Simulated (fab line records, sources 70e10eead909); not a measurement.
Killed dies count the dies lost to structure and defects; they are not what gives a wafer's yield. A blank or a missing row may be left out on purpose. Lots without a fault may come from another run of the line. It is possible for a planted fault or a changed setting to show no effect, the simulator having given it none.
Chamber matching + flow nand harc + 4 sister chambers for NHARC_A_STAIRCASE_STRIP_476 on rie diel-03
The step strips in O2, time 20 s. 20 wafers are shown with their chamber, then 10 later ones without.

EACH WAFER AND ITS CHAMBER
| wafer  | chamber | showerhead plenum p Torr (Torr) | oes product au (a.u.) | rf vpp V (V) |
|--------|---------|---------------------------------|-----------------------|--------------|
| L074.1 | 1       | 3.27                            | 1.002                 | 57.8         |
| L074.2 | 3       | 3.71                            | 1.016                 | 57.5         |
| L074.6 | 1       | 3.28                            | 0.993                 | 57.3         |
| L079.2 | 2       | 3.37                            | 1.007                 | 58.2         |
| L079.3 | 3       | 3.71                            | 1.006                 | 58.5         |
| L079.4 | 0       | 3.44                            | 1.020                 | 57.0         |
| L081.1 | 3       | 3.70                            | 1.005                 | 57.3         |
| L081.5 | 3       | 3.70                            | 1.008                 | 59.8         |
| L081.6 | 2       | 3.37                            | 0.996                 | 57.2         |
| L083.1 | 3       | 3.70                            | 0.985                 | 57.8         |
| L083.3 | 1       | 3.81                            | 1.007                 | 58.5         |
| L083.5 | 2       | 3.36                            | 1.004                 | 57.4         |
| L084.2 | 3       | 3.70                            | 0.977                 | 57.7         |
| L084.5 | 2       | 3.36                            | 0.986                 | 55.1         |
| L084.6 | 3       | 3.70                            | 0.992                 | 57.8         |
| L085.2 | 1       | 3.80                            | 1.014                 | 58.0         |
| L085.3 | 0       | 3.43                            | 1.031                 | 57.5         |
| L085.5 | 3       | 3.70                            | 0.984                 | 56.2         |
| L087.1 | 0       | 3.43                            | 1.026                 | 57.3         |
| L087.2 | 2       | 3.36                            | 0.996                 | 57.9         |

SIGNATURES (averages over the wafers above)
| reading                  | chamber 0 | chamber 1 | chamber 2 | chamber 3 | scatter within a chamber |
|--------------------------|-----------|-----------|-----------|-----------|--------------------------|
| showerhead plenum p Torr | 3.4333    | 3.5400    | 3.3640    | 3.7025    | 0.133                    |
| oes product au           | 1.02567   | 1.00400   | 0.99780   | 0.99662   | 0.011                    |
| rf vpp V                 | 57.267    | 57.900    | 57.160    | 57.825    | 0.942                    |
Rule: for a wafer and a chamber, the distance is found by dividing, reading by reading, the gap between the wafer's reading and the chamber's mean by the reading's scatter, squaring, summing and taking the root. The wafer belongs to the nearest chamber; if the next one is less than 2 further off, it can't be placed. The scatter: the root of (the sum of the squares of (reading less its chamber's mean) over the shown wafers, divided by (wafers less chambers)).

WAFERS WITHOUT THEIR CHAMBER
| wafer  | showerhead plenum p Torr (Torr) | oes product au (a.u.) | rf vpp V (V) |
|--------|---------------------------------|-----------------------|--------------|
| L087.5 | 3.80                            | 1.010                 | 58.4         |
| L088.1 | 3.36                            | 0.993                 | 57.4         |
| L088.3 | 3.43                            | 1.034                 | 58.4         |
| L088.4 | 3.69                            | 1.005                 | 56.9         |
| L091.4 | 3.79                            | 0.989                 | 58.6         |
| L091.5 | 3.35                            | 0.996                 | 57.5         |
| L091.6 | 3.68                            | 0.987                 | 58.2         |
| L092.1 | 3.68                            | 1.010                 | 58.6         |
| L092.3 | 3.42                            | 1.025                 | 57.7         |
| L092.5 | 3.34                            | 0.986                 | 58.2         |

WHICH CHAMBER EACH ONE RAN IN
| wafer  | from the rows above               | in truth |
|--------|-----------------------------------|----------|
| L087.5 | can't be placed: 3 or 1 or 0      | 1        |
| L088.1 | can't be placed: 2 or 1           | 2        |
| L088.3 | can't be placed: 0 or 1           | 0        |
| L088.4 | can't be placed: 3 or 1 or 2 or 0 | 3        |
| L091.4 | can't be placed: 3 or 1           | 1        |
| L091.5 | can't be placed: 2 or 1           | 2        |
| L091.6 | can't be placed: 3 or 1 or 2      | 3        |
| L092.1 | can't be placed: 1 or 3 or 0 or 2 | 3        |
| L092.3 | can't be placed: 0 or 1           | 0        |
| L092.5 | can't be placed: 2 or 1 or 3      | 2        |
0 of 10 placed correctly. Cannot be placed on the basis of these rows: 10; the candidates contain the true chamber in 10. Wrongly placed: 0.
